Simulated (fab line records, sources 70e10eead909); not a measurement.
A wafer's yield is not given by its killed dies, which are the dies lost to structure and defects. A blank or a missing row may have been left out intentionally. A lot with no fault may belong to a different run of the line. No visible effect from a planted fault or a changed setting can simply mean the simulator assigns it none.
A struck lot beside a sound one | flow nand_harc | 14 out of 1302 route steps
Sound: the wafers L483.2, L483.3, L483.4. Wafers L498.4, L498.6 were the ones struck. The cause comes at the end.
Each step with rows lists, per side, the tool, then ch with its chambers, then its first start. Under that, the readings that differ: sound wafers | struck wafers | difference of the means | sigmas: that difference in standard deviations of wafers without a fault.
alike: readings with means less than 2 such deviations apart, plus words and numbers identical on both sides. not compared: withheld readings, readings lacking a value on some wafer, bounds such as >300 that could conceal the same value, and numbers that have no deviation in the record and whose values overlap.
Wherever a step has rows on one side only, a row that says differs or no value, or a row with sigmas, the two part there. Numbers that have no deviation but don't overlap get no sigmas and don't part them. A reading that every wafer of one side lacks parts them only if that side has two wafers or more.

first, 7 steps without rows for these wafers: NHARC_P_M2_COAT_34 (time 65 s); NHARC_P_M2_COAT_03 (resist thk 90 nm); NHARC_P_M2_SOFTBAKE_04 (time 55 s); NHARC_P_M2_EBR_05; NHARC_P_M2_EXPOSE_06 (exposes mask P M2, target cd 170 nm); NHARC_P_M2_PEB_07 (peb time 65 s); NHARC_P_M2_DEVELOP_08 (develop time 35 s).
NHARC_P_M2_CD_MEAS_09: target cd 170 nm.
  sound on cd_sem-01 ch 0, day 6 19:45; struck on cd_sem-02 ch 0, day 13 18:05
  alike: cd_nm
NHARC_P_M2_OVL_MEAS_10: pitch 340 nm.
  struck on overlay-02, day 13 18:10; sound on overlay-01, day 6 19:50
  alike: overlay_x_nm, overlay_y_nm
NHARC_P_M2_INSPECT_11:
  struck on defect_inspect-02, day 13 18:12; sound on defect_inspect-02, day 6 19:52
  alike: raw_defect_count
NHARC_P_M2_DESCUM_14: chemistry O2, time 3 s.
  sound on rie_diel-13 ch 0,1,3, day 6 19:56; struck on rie_diel-07 ch 1,3, day 13 18:17
  alike: drypump_motor_current_A, oes_product_au, rf_vpp_V, showerhead_plenum_p_Torr, throttle_valve_pct
  not compared: rf_hours_counter_h
NHARC_P_M2_ETCH_35: etches the open film in N2/H2, target depth 40 nm, overetch 12 nm, time 43.94 s.
  sound on rie_diel-13 ch 0,1,2, day 6 20:01; struck on rie_diel-07 ch 1,2, day 13 18:22
  alike: drypump_motor_current_A, oes_product_au, rf_fwd_power_W, rf_vpp_V, showerhead_plenum_p_Torr, throttle_valve_pct
  not compared: rf_hours_counter_h
NHARC_P_M2_ETCH_15: etches the open film in C4F8/Ar, target depth 182.5 nm, time 91.2 s.
  sound on rie_diel-13 ch 0,1,3, day 6 20:07; struck on rie_diel-07 ch 1,3, day 13 18:28
  reading               | sound             | struck      | difference | sigmas
  oes_product_au (a.u.) | 0.934 0.919 0.916 | 0.858 0.882 | -0.053     | -2
  alike: rf_fwd_power_W, rf_vpp_V
  not compared: rf_hours_counter_h
NHARC_P_M2_CD_MEAS_16:
  struck on cd_sem-01, day 13 18:34; sound on cd_sem-01, day 6 20:14
  alike: cd_nm

WHERE THEY PART
NHARC_P_M2_ETCH_15 only, going by this record. Later steps at which nothing parts them and some readings are alike: NHARC_P_M2_CD_MEAS_16.

WHY: whatever the simulator had introduced
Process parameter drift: rie_diel-07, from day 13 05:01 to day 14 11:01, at NHARC_P_M2_ETCH_15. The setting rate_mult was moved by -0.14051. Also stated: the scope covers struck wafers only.
